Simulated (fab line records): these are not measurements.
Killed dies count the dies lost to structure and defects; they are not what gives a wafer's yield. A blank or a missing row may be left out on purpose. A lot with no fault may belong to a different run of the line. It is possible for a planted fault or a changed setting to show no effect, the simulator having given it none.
Problem report in the 8D (eight disciplines) form, filled by code :: flow n5 finfet :: the parts of the form that need people (team, actions taken, sign-off) are left out

## 1. THE ISSUE
CJ_P at N5_BEOL_M4_RC_MEAS_101 reads a mean of 4.88 on 6 wafers of 2 lots; wafers without a fault read 5.81 with a standard deviation of 0.16. That puts it -5.8 standard deviations away from the usual mean.
First observed at day 12 03:13: wafer L510.1, on prober-01. At this step, 27 wafers from 9 lots have a number in the record. Rule for "out" (also "out of limits"): further than 4 standard deviations from the usual mean. All remaining wafers that have a number are taken as sound.

## 2. WHAT IT IS; WHAT IT IS NOT
question: which readings at this step
is: CJ_P
is not: ION_N, ION_P, SS_N, VT_N, VT_P

question: which lots
is: L510, L512
is not: L494, L497, L499, L503, L515, L516, L517

question: which wafers of those lots
is: all that have a number
is not: -

question: read on which gauges
is: prober-01
is not: prober-02

question: when
is: from day 12 03:13
is not: up to then (12 sound wafers); but 9 sound wafers of L515, L516, L517 came after

## 3. THE SUSPECTS, EACH WITH WHAT RULES IT OUT
Counting: a tool stays on the suspect list if, at a process step up to the reading, it processed all lots that are out and no sound lot following the first of them.
- ruled out: the gauge at N5_BEOL_M4_RC_MEAS_101. All the wafers that are out were read on prober-01, but those of them that N5_WELL_APT_IMPLANT_15 has rows for are out there too, on other tools.
- implanter-02 at N5_WELL_APT_IMPLANT_15: kept. It ran every lot that is out, first L510 (day 5 14:16), and no sound lot after that; its last sound lot up to then is L499 (day 2 20:04). Out on those wafers are its own readings of dose ions cm2, faraday current uA.
- rie diel-02 at N5_WELL_APT_DESCUM_30 (chemistry O2, time 7.9 s): ruled out as a lasting fault. Sound lots L515, L516 ran on it after its first lot that is out, L510 (day 5 15:16).
Remaining after the count: implanter-02 at N5_WELL_APT_IMPLANT_15.

## 4. THE CAUSE (what the simulator had put in)
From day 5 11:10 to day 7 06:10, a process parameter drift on implanter-02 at N5_WELL_APT_IMPLANT_15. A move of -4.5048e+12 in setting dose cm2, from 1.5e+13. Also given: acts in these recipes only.
After counting, this tool was the only one left.

## 5. SEQUENCE OF EFFECTS, ordered by route
One row per reading whose mean, taken over the struck wafers that have a number, lies over 3 standard deviations from the usual. Only readings for which the record gives a usual standard deviation are gone through. hours: the time from each lot's start at the first step in this table that gives one to its start at this step, as a median over the lots. sigmas: the change in usual standard deviations.
hours: 0
step: N5_WELL_APT_IMPLANT_15
reading: dose ions cm2
usual: 1.5001e+13
on struck wafers: 1.0497e+13
change: -4.5037e+12
sigmas: -99 or more

hours: 0
step: N5_WELL_APT_IMPLANT_15
reading: faraday current uA
usual: 190
on struck wafers: 132
change: -58
sigmas: -16

hours: 158
step: N5_BEOL_M4_RC_MEAS_101
reading: CJ_P
usual: 5.81
on struck wafers: 4.88
change: -0.93
sigmas: -5.8
Its process steps:
- N5_WELL_APT_IMPLANT_15

## 6. HOW IT WOULD HAVE BEEN CAUGHT EARLIER
In this record the first reading out of limits at a measuring or inspecting step was taken at day 12 03:13, 160 hours after the fault began at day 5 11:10.
At N5_WELL_APT_IMPLANT_15, the tool's own readings (dose ions cm2, faraday current uA) were out on each struck wafer the step has a row for, so an alarm limit on them would have fired on the first such wafer.
Each of the lots that are out, 2 in all, had begun N5_WELL_APT_IMPLANT_15 on implanter-02 no later than day 12 03:13. Tool hold at that time: it would have spared none of them.
